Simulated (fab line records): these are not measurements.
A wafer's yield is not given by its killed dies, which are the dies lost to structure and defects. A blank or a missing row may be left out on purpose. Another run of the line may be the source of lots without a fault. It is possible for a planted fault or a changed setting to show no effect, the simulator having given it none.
Which tool did it? || flow n5_finfet || Sampling: 11 lots, 31 wafers, 5 of 1938 route steps

## WHAT EACH GAUGE READ, for each wafer
N5_BEOL_M3_THK_MEAS_01. Usual: M3_ILD_THK typically reads 78.9 nm, with standard deviation 0.91.
{"lot": "L299", "measured": "day 7 03:53", "on": "film_metro-02", "M3_ILD_THK (nm)": "78.6 79.7 80.8", "flag": ""}
{"lot": "L300", "measured": "day 7 04:00", "on": "film_metro-02", "M3_ILD_THK (nm)": "79.2 77.8 79.3", "flag": ""}
{"lot": "L301", "measured": "day 7 13:45", "on": "film_metro-01", "M3_ILD_THK (nm)": "78.1 77.5 78.3", "flag": ""}
{"lot": "L304", "measured": "day 8 08:49", "on": "film_metro-02", "M3_ILD_THK (nm)": "78.2 78.6 78.8", "flag": ""}
{"lot": "L305", "measured": "day 8 18:14", "on": "film_metro-01", "M3_ILD_THK (nm)": "78.1 78.3 79.9", "flag": ""}
{"lot": "L311", "measured": "day 10 10:50", "on": "film_metro-01", "M3_ILD_THK (nm)": "77.7 79.3", "flag": ""}
{"lot": "L313", "measured": "day 10 15:49", "on": "film_metro-01", "M3_ILD_THK (nm)": "78.5 77.5", "flag": ""}
{"lot": "L315", "measured": "day 10 22:57", "on": "film_metro-01", "M3_ILD_THK (nm)": "79.1 80.4 79.7", "flag": ""}
{"lot": "L318", "measured": "day 12 03:51", "on": "film_metro-01", "M3_ILD_THK (nm)": "77.5 78.9 79.0", "flag": ""}
{"lot": "L319", "measured": "day 12 06:51", "on": "film_metro-02", "M3_ILD_THK (nm)": "79.6 81.8 80.7", "flag": ""}
{"lot": "L321", "measured": "day 12 17:51", "on": "film_metro-02", "M3_ILD_THK (nm)": "78.2 78.8 80.0", "flag": ""}

N5_BEOL_M4_RC_MEAS_101. Usual: DIBL_N 36.2 mV/V, standard deviation 1.7; DIBL_P 36.6 mV/V, standard deviation 1.9; IOFF_N 0.16 nA/um, standard deviation 0.032; IOFF_P 0.21 nA/um, standard deviation 0.037; ION_N 675 uA/um, standard deviation 12; ION_P 460 uA/um, standard deviation 8.1; SS_N 71.4 mV/dec, standard deviation 0.58; SS_P 73.4 mV/dec, standard deviation 0.64; VT_N 249 mV, standard deviation 3.2; VT_P -252 mV, standard deviation 3.4.
{"lot": "L299", "measured": "day 8 01:22", "on": "prober-02", "DIBL_N (mV/V)": "36.7 36.4 33.9", "DIBL_P (mV/V)": "37.2 37.7 34.4", "IOFF_N (nA/um)": "0.17 0.16 0.13", "IOFF_P (nA/um)": "0.23 0.23 0.18", "ION_N (uA/um)": "665 687 668", "ION_P (uA/um)": "465 468 465", "SS_N (mV/dec)": "71.8 72.2 71.1", "SS_P (mV/dec)": "73.2 73.8 72.9", "VT_N (mV)": "250 250 252", "VT_P (mV)": "-248 -247 -250", "flag": ""}
{"lot": "L300", "measured": "day 8 10:26", "on": "prober-01", "DIBL_N (mV/V)": "38.3 40.0 36.8", "DIBL_P (mV/V)": "38.3 40.5 37.0", "IOFF_N (nA/um)": "0.19 0.24 0.18", "IOFF_P (nA/um)": "0.26 0.31 0.24", "ION_N (uA/um)": "684 685 685", "ION_P (uA/um)": "460 469 466", "SS_N (mV/dec)": "71.3 72.7 71.6", "SS_P (mV/dec)": "74.0 74.1 73.1", "VT_N (mV)": "246 244 247", "VT_P (mV)": "-247 -242 -246", "flag": ""}
{"lot": "L301", "measured": "day 8 15:17", "on": "prober-02", "DIBL_N (mV/V)": "38.1 34.9 36.7", "DIBL_P (mV/V)": "38.5 35.8 37.3", "IOFF_N (nA/um)": "0.19 0.14 0.17", "IOFF_P (nA/um)": "0.23 0.19 0.21", "ION_N (uA/um)": "682 657 676", "ION_P (uA/um)": "462 450 462", "SS_N (mV/dec)": "72.5 71.9 71.4", "SS_P (mV/dec)": "73.5 72.8 73.5", "VT_N (mV)": "248 253 250", "VT_P (mV)": "-250 -253 -253", "flag": ""}
{"lot": "L304", "measured": "day 9 08:15", "on": "prober-02", "DIBL_N (mV/V)": "35.1 34.4 36.1", "DIBL_P (mV/V)": "35.8 34.5 37.2", "IOFF_N (nA/um)": "0.15 0.14 0.18", "IOFF_P (nA/um)": "0.20 0.19 0.23", "ION_N (uA/um)": "688 674 681", "ION_P (uA/um)": "470 460 468", "SS_N (mV/dec)": "71.5 71.0 71.5", "SS_P (mV/dec)": "73.1 72.3 73.6", "VT_N (mV)": "249 246 246", "VT_P (mV)": "-250 -252 -248", "flag": ""}
{"lot": "L305", "measured": "day 9 11:34", "on": "prober-02", "DIBL_N (mV/V)": "36.8 35.1 36.4", "DIBL_P (mV/V)": "38.0 37.1 37.7", "IOFF_N (nA/um)": "0.17 0.14 0.16", "IOFF_P (nA/um)": "0.21 0.18 0.20", "ION_N (uA/um)": "669 669 672", "ION_P (uA/um)": "454 451 450", "SS_N (mV/dec)": "72.3 71.1 71.1", "SS_P (mV/dec)": "73.7 72.7 73.2", "VT_N (mV)": "248 251 246", "VT_P (mV)": "-254 -251 -253", "flag": ""}
{"lot": "L311", "measured": "day 11 05:08", "on": "prober-02", "DIBL_N (mV/V)": "36.2 33.7", "DIBL_P (mV/V)": "37.0 33.3", "IOFF_N (nA/um)": "0.16 0.12", "IOFF_P (nA/um)": "0.20 0.15", "ION_N (uA/um)": "672 665", "ION_P (uA/um)": "453 450", "SS_N (mV/dec)": "71.1 71.1", "SS_P (mV/dec)": "73.1 72.2", "VT_N (mV)": "247 252", "VT_P (mV)": "-253 -254", "flag": ""}
{"lot": "L313", "measured": "day 11 09:05", "on": "prober-01", "DIBL_N (mV/V)": "35.3 33.8", "DIBL_P (mV/V)": "37.0 34.9", "IOFF_N (nA/um)": "0.17 0.14", "IOFF_P (nA/um)": "0.18 0.15", "ION_N (uA/um)": "685 671", "ION_P (uA/um)": "454 444", "SS_N (mV/dec)": "71.2 71.3", "SS_P (mV/dec)": "73.0 73.1", "VT_N (mV)": "249 250", "VT_P (mV)": "-258 -260", "flag": ""}
{"lot": "L315", "measured": "day 12 00:05", "on": "prober-02", "DIBL_N (mV/V)": "37.1 35.6 34.8", "DIBL_P (mV/V)": "37.9 35.9 34.4", "IOFF_N (nA/um)": "0.17 0.15 0.13", "IOFF_P (nA/um)": "0.21 0.17 0.16", "ION_N (uA/um)": "678 657 667", "ION_P (uA/um)": "463 450 454", "SS_N (mV/dec)": "71.4 71.7 71.3", "SS_P (mV/dec)": "73.3 73.1 72.4", "VT_N (mV)": "248 248 251", "VT_P (mV)": "-251 -254 -255", "flag": ""}
{"lot": "L318", "measured": "day 12 22:44", "on": "prober-02", "DIBL_N (mV/V)": "36.8 36.7 37.9", "DIBL_P (mV/V)": "36.1 35.8 37.3", "IOFF_N (nA/um)": "0.13 0.15 0.15", "IOFF_P (nA/um)": "0.19 0.18 0.20", "ION_N (uA/um)": "656 683 671", "ION_P (uA/um)": "448 457 461", "SS_N (mV/dec)": "71.4 71.7 71.1", "SS_P (mV/dec)": "72.4 72.7 73.7", "VT_N (mV)": "253 252 250", "VT_P (mV)": "-255 -256 -252", "flag": ""}
{"lot": "L319", "measured": "day 13 02:18", "on": "prober-02", "DIBL_N (mV/V)": "36.0 37.7 37.8", "DIBL_P (mV/V)": "35.2 37.2 37.0", "IOFF_N (nA/um)": "0.16 0.18 0.19", "IOFF_P (nA/um)": "0.22 0.24 0.25", "ION_N (uA/um)": "677 697 692", "ION_P (uA/um)": "469 471 472", "SS_N (mV/dec)": "70.8 71.9 71.6", "SS_P (mV/dec)": "73.1 73.8 73.7", "VT_N (mV)": "249 247 248", "VT_P (mV)": "-249 -246 -247", "flag": ""}
{"lot": "L321", "measured": "day 13 08:45", "on": "prober-02", "DIBL_N (mV/V)": "37.0 35.7 37.2", "DIBL_P (mV/V)": "35.9 34.2 37.3", "IOFF_N (nA/um)": "0.16 0.13 0.17", "IOFF_P (nA/um)": "0.21 0.19 0.23", "ION_N (uA/um)": "680 666 684", "ION_P (uA/um)": "465 460 469", "SS_N (mV/dec)": "71.2 69.8 71.0", "SS_P (mV/dec)": "72.9 72.2 73.9", "VT_N (mV)": "249 254 249", "VT_P (mV)": "-253 -250 -247", "flag": ""}

## EACH LOT AND THE TOOL THAT RAN IT (in order: tool; ch and the chambers of the sampled wafers; start)
{"lot": "L299", "N5_BEOL_M2_SPUTTER_94": "pvd_sputter-02, day 7 02:29", "N5_BEOL_M2_CO_CAP_55": "cvd_co-01 ch 0,2, day 7 03:34", "N5_BEOL_M3_PECVD_72": "pecvd-02 ch 0,1, day 7 03:55"}
{"lot": "L300", "N5_BEOL_M2_SPUTTER_94": "pvd_sputter-01, day 7 02:36", "N5_BEOL_M2_CO_CAP_55": "cvd_co-02 ch 1,2, day 7 03:41", "N5_BEOL_M3_PECVD_72": "pecvd-01 ch 1,2, day 7 04:02"}
{"lot": "L301", "N5_BEOL_M2_SPUTTER_94": "pvd_sputter-02, day 7 12:19", "N5_BEOL_M2_CO_CAP_55": "cvd_co-02 ch 1,2, day 7 13:25", "N5_BEOL_M3_PECVD_72": "pecvd-01 ch 0,1, day 7 13:47"}
{"lot": "L304", "N5_BEOL_M2_SPUTTER_94": "pvd_sputter-03, day 8 07:25", "N5_BEOL_M2_CO_CAP_55": "cvd_co-01 ch 1,2, day 8 08:30", "N5_BEOL_M3_PECVD_72": "pecvd-02 ch 1,2, day 8 08:51"}
{"lot": "L305", "N5_BEOL_M2_SPUTTER_94": "pvd_sputter-01, day 8 16:47", "N5_BEOL_M2_CO_CAP_55": "cvd_co-01 ch 1,2, day 8 17:55", "N5_BEOL_M3_PECVD_72": "pecvd-04 ch 0,2, day 8 18:16"}
{"lot": "L311", "N5_BEOL_M2_SPUTTER_94": "pvd_sputter-02, day 10 09:25", "N5_BEOL_M2_CO_CAP_55": "cvd_co-02 ch 1,2, day 10 10:31", "N5_BEOL_M3_PECVD_72": "pecvd-02 ch 0,1, day 10 10:52"}
{"lot": "L313", "N5_BEOL_M2_SPUTTER_94": "pvd_sputter-03, day 10 14:24", "N5_BEOL_M2_CO_CAP_55": "cvd_co-02 ch 1,2, day 10 15:29", "N5_BEOL_M3_PECVD_72": "pecvd-02 ch 0,2, day 10 15:51"}
{"lot": "L315", "N5_BEOL_M2_SPUTTER_94": "pvd_sputter-02, day 10 21:23", "N5_BEOL_M2_CO_CAP_55": "cvd_co-01 ch 0,1,2, day 10 22:38", "N5_BEOL_M3_PECVD_72": "pecvd-02 ch 0,1,2, day 10 22:59"}
{"lot": "L318", "N5_BEOL_M2_SPUTTER_94": "pvd_sputter-01, day 12 02:25", "N5_BEOL_M2_CO_CAP_55": "cvd_co-01 ch 0,1,2, day 12 03:32", "N5_BEOL_M3_PECVD_72": "pecvd-01 ch 1,2, day 12 03:53"}
{"lot": "L319", "N5_BEOL_M2_SPUTTER_94": "pvd_sputter-01, day 12 05:26", "N5_BEOL_M2_CO_CAP_55": "cvd_co-01 ch 0,2, day 12 06:32", "N5_BEOL_M3_PECVD_72": "pecvd-01 ch 0,1, day 12 06:53"}
{"lot": "L321", "N5_BEOL_M2_SPUTTER_94": "pvd_sputter-03, day 12 16:25", "N5_BEOL_M2_CO_CAP_55": "cvd_co-01 ch 0,1,2, day 12 17:30", "N5_BEOL_M3_PECVD_72": "pecvd-02 ch 0,1, day 12 17:53"}
- N5_BEOL_M2_SPUTTER_94: material Cu, target thk 4.5 nm, time 8.29 s.
- N5_BEOL_M2_CO_CAP_55: material Co, precursor CCTBA/H2, target thk 2 nm, time 102.1 s.
- N5_BEOL_M3_PECVD_72: deposits SiO2 from TEOS/O2, target thk 16 nm, time 18 s.

## AS READ BY THE TOOLS THEMSELVES (means over the sampled wafers that have a number; for cases with no such wafer, the mark the record gives instead)
N5_BEOL_M2_SPUTTER_94. Usual: chuck_gas_flow_sccm 1.26 sccm, standard deviation 0.05; throttle_valve_pct 29.7 %, standard deviation 0.87.
{"lot": "L299", "tool": "pvd_sputter-02", "chuck_gas_flow_sccm (sccm)": 1.25, "throttle_valve_pct (%)": 30.3, "flag": ""}
{"lot": "L300", "tool": "pvd_sputter-01", "chuck_gas_flow_sccm (sccm)": 1.28, "throttle_valve_pct (%)": 29.1, "flag": ""}
{"lot": "L301", "tool": "pvd_sputter-02", "chuck_gas_flow_sccm (sccm)": 1.27, "throttle_valve_pct (%)": 29.4, "flag": ""}
{"lot": "L304", "tool": "pvd_sputter-03", "chuck_gas_flow_sccm (sccm)": 1.25, "throttle_valve_pct (%)": 29.9, "flag": ""}
{"lot": "L305", "tool": "pvd_sputter-01", "chuck_gas_flow_sccm (sccm)": 1.28, "throttle_valve_pct (%)": 29.3, "flag": ""}
{"lot": "L311", "tool": "pvd_sputter-02", "chuck_gas_flow_sccm (sccm)": 1.27, "throttle_valve_pct (%)": 30.7, "flag": ""}
{"lot": "L313", "tool": "pvd_sputter-03", "chuck_gas_flow_sccm (sccm)": 1.25, "throttle_valve_pct (%)": 30.3, "flag": ""}
{"lot": "L315", "tool": "pvd_sputter-02", "chuck_gas_flow_sccm (sccm)": 1.23, "throttle_valve_pct (%)": 30.0, "flag": ""}
{"lot": "L318", "tool": "pvd_sputter-01", "chuck_gas_flow_sccm (sccm)": 1.28, "throttle_valve_pct (%)": 29.5, "flag": ""}
{"lot": "L319", "tool": "pvd_sputter-01", "chuck_gas_flow_sccm (sccm)": 1.29, "throttle_valve_pct (%)": 29.1, "flag": ""}
{"lot": "L321", "tool": "pvd_sputter-03", "chuck_gas_flow_sccm (sccm)": 1.27, "throttle_valve_pct (%)": 28.6, "flag": ""}

N5_BEOL_M2_CO_CAP_55. Usual: chamber_pressure_Torr 30.00 Torr, standard deviation 0.062; heater_power_w 229 W, standard deviation 22; run_length_s 124.6 s, standard deviation 0.41.
{"lot": "L299", "tool": "cvd_co-01", "chamber_pressure_Torr (Torr)": 29.96, "heater_power_w (W)": 234, "run_length_s (s)": 124.7, "flag": ""}
{"lot": "L300", "tool": "cvd_co-02", "chamber_pressure_Torr (Torr)": 30.00, "heater_power_w (W)": 233, "run_length_s (s)": 124.2, "flag": ""}
{"lot": "L301", "tool": "cvd_co-02", "chamber_pressure_Torr (Torr)": 30.01, "heater_power_w (W)": 228, "run_length_s (s)": 124.6, "flag": ""}
{"lot": "L304", "tool": "cvd_co-01", "chamber_pressure_Torr (Torr)": 30.01, "heater_power_w (W)": 231, "run_length_s (s)": 124.6, "flag": ""}
{"lot": "L305", "tool": "cvd_co-01", "chamber_pressure_Torr (Torr)": 29.92, "heater_power_w (W)": 258, "run_length_s (s)": 124.9, "flag": ""}
{"lot": "L311", "tool": "cvd_co-02", "chamber_pressure_Torr (Torr)": 29.98, "heater_power_w (W)": 228, "run_length_s (s)": 113.9, "flag": "OFF"}
{"lot": "L313", "tool": "cvd_co-02", "chamber_pressure_Torr (Torr)": 30.04, "heater_power_w (W)": 226, "run_length_s (s)": 103.1, "flag": "OFF"}
{"lot": "L315", "tool": "cvd_co-01", "chamber_pressure_Torr (Torr)": 30.04, "heater_power_w (W)": 233, "run_length_s (s)": 124.6, "flag": ""}
{"lot": "L318", "tool": "cvd_co-01", "chamber_pressure_Torr (Torr)": 30.01, "heater_power_w (W)": 232, "run_length_s (s)": 124.8, "flag": ""}
{"lot": "L319", "tool": "cvd_co-01", "chamber_pressure_Torr (Torr)": 30.02, "heater_power_w (W)": 231, "run_length_s (s)": 124.8, "flag": ""}
{"lot": "L321", "tool": "cvd_co-01", "chamber_pressure_Torr (Torr)": 29.99, "heater_power_w (W)": 234, "run_length_s (s)": 124.9, "flag": ""}

N5_BEOL_M3_PECVD_72. Usual: chamber_pressure_Torr 5.502 Torr, standard deviation 0.012; heater_power_w 711 W, standard deviation 78; showerhead_plenum_p_Torr 8.77 Torr, standard deviation 0.049; throttle_valve_pct 22.2 %, standard deviation 0.77.
{"lot": "L299", "tool": "pecvd-02", "chamber_pressure_Torr (Torr)": 5.496, "heater_power_w (W)": 790, "showerhead_plenum_p_Torr (Torr)": 8.78, "throttle_valve_pct (%)": 21.6, "flag": ""}
{"lot": "L300", "tool": "pecvd-01", "chamber_pressure_Torr (Torr)": 5.513, "heater_power_w (W)": 766, "showerhead_plenum_p_Torr (Torr)": 8.76, "throttle_valve_pct (%)": 22.8, "flag": ""}
{"lot": "L301", "tool": "pecvd-01", "chamber_pressure_Torr (Torr)": 5.491, "heater_power_w (W)": 658, "showerhead_plenum_p_Torr (Torr)": 8.74, "throttle_valve_pct (%)": 22.7, "flag": ""}
{"lot": "L304", "tool": "pecvd-02", "chamber_pressure_Torr (Torr)": 5.510, "heater_power_w (W)": 701, "showerhead_plenum_p_Torr (Torr)": 8.76, "throttle_valve_pct (%)": 22.8, "flag": ""}
{"lot": "L305", "tool": "pecvd-04", "chamber_pressure_Torr (Torr)": 5.496, "heater_power_w (W)": 760, "showerhead_plenum_p_Torr (Torr)": 8.76, "throttle_valve_pct (%)": 21.5, "flag": ""}
{"lot": "L311", "tool": "pecvd-02", "chamber_pressure_Torr (Torr)": 5.501, "heater_power_w (W)": 757, "showerhead_plenum_p_Torr (Torr)": 8.79, "throttle_valve_pct (%)": 21.9, "flag": ""}
{"lot": "L313", "tool": "pecvd-02", "chamber_pressure_Torr (Torr)": 5.505, "heater_power_w (W)": 726, "showerhead_plenum_p_Torr (Torr)": 8.76, "throttle_valve_pct (%)": 21.2, "flag": ""}
{"lot": "L315", "tool": "pecvd-02", "chamber_pressure_Torr (Torr)": 5.501, "heater_power_w (W)": 735, "showerhead_plenum_p_Torr (Torr)": 8.78, "throttle_valve_pct (%)": 21.9, "flag": ""}
{"lot": "L318", "tool": "pecvd-01", "chamber_pressure_Torr (Torr)": 5.514, "heater_power_w (W)": 750, "showerhead_plenum_p_Torr (Torr)": 8.74, "throttle_valve_pct (%)": 22.8, "flag": ""}
{"lot": "L319", "tool": "pecvd-01", "chamber_pressure_Torr (Torr)": 5.483, "heater_power_w (W)": 672, "showerhead_plenum_p_Torr (Torr)": 8.73, "throttle_valve_pct (%)": 22.5, "flag": ""}
{"lot": "L321", "tool": "pecvd-02", "chamber_pressure_Torr (Torr)": 5.496, "heater_power_w (W)": 682, "showerhead_plenum_p_Torr (Torr)": 8.78, "throttle_valve_pct (%)": 22.0, "flag": ""}

## THE ANSWER, worked out from the rows above alone
Rule: lot off if the mean of its wafers having a number is beyond 3 standard deviations from the usual mean. Also off: a lot with no number at a reading for which 4 or more lots have one. The other lots that the step has rows for count as sound. Order of review: gauges by route order, followed by the tools' own readings, for which a lot's mean as printed above is used. At the first step where some lot is off, the reading lying furthest off is the one used; lots without a number count as furthest.
Off: L311, L313 (N5_BEOL_M2_CO_CAP_55, run_length_s).
If a tool, at that step or one of the process steps before it, ran each lot that is off and ran no sound lot following the first of them, it fits. One candidate fits, namely cvd_co-02 at N5_BEOL_M2_CO_CAP_55. Its last sound lot is L301 (day 7 13:25), its first lot that is off L311 (day 10 10:31): a fault that began between those two fits.
The tool's own readings at N5_BEOL_M2_CO_CAP_55 bear it out: on the lots that are off they differ by more than 5 times the standard deviation of the sound lots' means. run_length_s reads 108.5 s there against 124.7 s on the sound lots.

## WHAT WAS PUT IN BY THE SIMULATOR
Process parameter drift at N5_BEOL_M2_CO_CAP_55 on cvd_co-02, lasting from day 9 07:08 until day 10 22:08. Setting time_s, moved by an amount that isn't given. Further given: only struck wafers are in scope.
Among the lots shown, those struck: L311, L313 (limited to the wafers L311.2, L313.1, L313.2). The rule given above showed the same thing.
